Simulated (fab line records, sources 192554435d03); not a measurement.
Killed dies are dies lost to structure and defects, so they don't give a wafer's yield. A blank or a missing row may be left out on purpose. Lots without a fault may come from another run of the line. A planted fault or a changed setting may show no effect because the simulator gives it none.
Which tool did it? | flow n5_finfet | 10 lots, 30 wafers sampled, at 3 steps of a route of 1938

WHAT THE GAUGES READ, wafer by wafer
N5_BEOL_M4_RC_MEAS_101.
lot  | measured     | on        | VT_N_LVT (mV)
L905 | day 8 01:25  | prober-02 | 97 104 94
L907 | day 8 23:57  | prober-01 | 100 98 104
L908 | day 9 00:14  | prober-02 | 103 100 102
L909 | day 9 06:08  | prober-01 | 95 96 96
L912 | day 9 15:46  | prober-01 | 102 104 105
L911 | day 9 15:37  | prober-02 | 96 99 98
L913 | day 9 19:12  | prober-02 | 103 100 104
L915 | day 11 00:27 | prober-01 | 304 298 307
L917 | day 11 00:41 | prober-02 | 309 309 301
L923 | day 12 10:37 | prober-02 | 101 101 105

WHICH TOOL RAN EACH LOT (tool, then ch and the chambers of the sampled wafers, then the start)
lot  | N5_BEOL_M1_SPUTTER_81        | N5_BEOL_M4_SPUTTER_90
L905 | pvd_sputter-01, day 6 09:31  | pvd_sputter-03, day 7 23:38
L907 | pvd_sputter-01, day 7 08:38  | pvd_sputter-01, day 8 22:10
L908 | pvd_sputter-02, day 7 11:33  | pvd_sputter-03, day 8 22:20
L909 | pvd_sputter-02, day 7 13:26  | pvd_sputter-02, day 9 04:21
L912 | pvd_sputter-02, day 8 01:54  | pvd_sputter-01, day 9 14:01
L911 | pvd_sputter-01, day 8 02:18  | pvd_sputter-03, day 9 13:42
L913 | pvd_sputter-02, day 8 12:06  | pvd_sputter-03, day 9 17:10
L915 | pvd_sputter-02, day 9 00:43  | pvd_sputter-01, day 10 22:29
L917 | pvd_sputter-02, day 9 11:11  | pvd_sputter-02, day 10 22:32
L923 | pvd_sputter-03, day 10 14:11 | pvd_sputter-01, day 12 07:44
- N5_BEOL_M1_SPUTTER_81: material Cu, target thk 4.5 nm, time 8.29 s.
- N5_BEOL_M4_SPUTTER_90: material Cu, target thk 4.5 nm, time 8.29 s.

THE ANSWER, worked out from the rows above alone
Rule: what is usual is taken from the lots themselves. Put in order of their means at a reading, lots are off if they are a third of the lots or fewer, leave a main group of 4 or more, and stand apart from it by a gap of 3 or more times the standard deviation of the main group's means; of several such gaps the widest counts. A main group whose means are all the same, to the digits that the tables above print for the reading, isn't used. A lot without any number at a reading at which 4 lots or more have one is off too. The other lots that the step has rows for count as sound.
Off: L915, L917, at N5_BEOL_M4_RC_MEAS_101 (VT_N_LVT). The main group: mean 100 mV, standard deviation 2.6.
A tool fits if, at a process step before that reading, it ran every lot that is off, and no sound lot after the first of them. The gauges at N5_BEOL_M4_RC_MEAS_101 are tried like those tools. One fits: pvd_sputter-02 at N5_BEOL_M1_SPUTTER_81. Its last sound lot is L913 (day 8 12:06), its first lot that is off L915 (day 9 00:43): a fault that began between those two fits.

WHAT THE SIMULATOR HAD PUT IN
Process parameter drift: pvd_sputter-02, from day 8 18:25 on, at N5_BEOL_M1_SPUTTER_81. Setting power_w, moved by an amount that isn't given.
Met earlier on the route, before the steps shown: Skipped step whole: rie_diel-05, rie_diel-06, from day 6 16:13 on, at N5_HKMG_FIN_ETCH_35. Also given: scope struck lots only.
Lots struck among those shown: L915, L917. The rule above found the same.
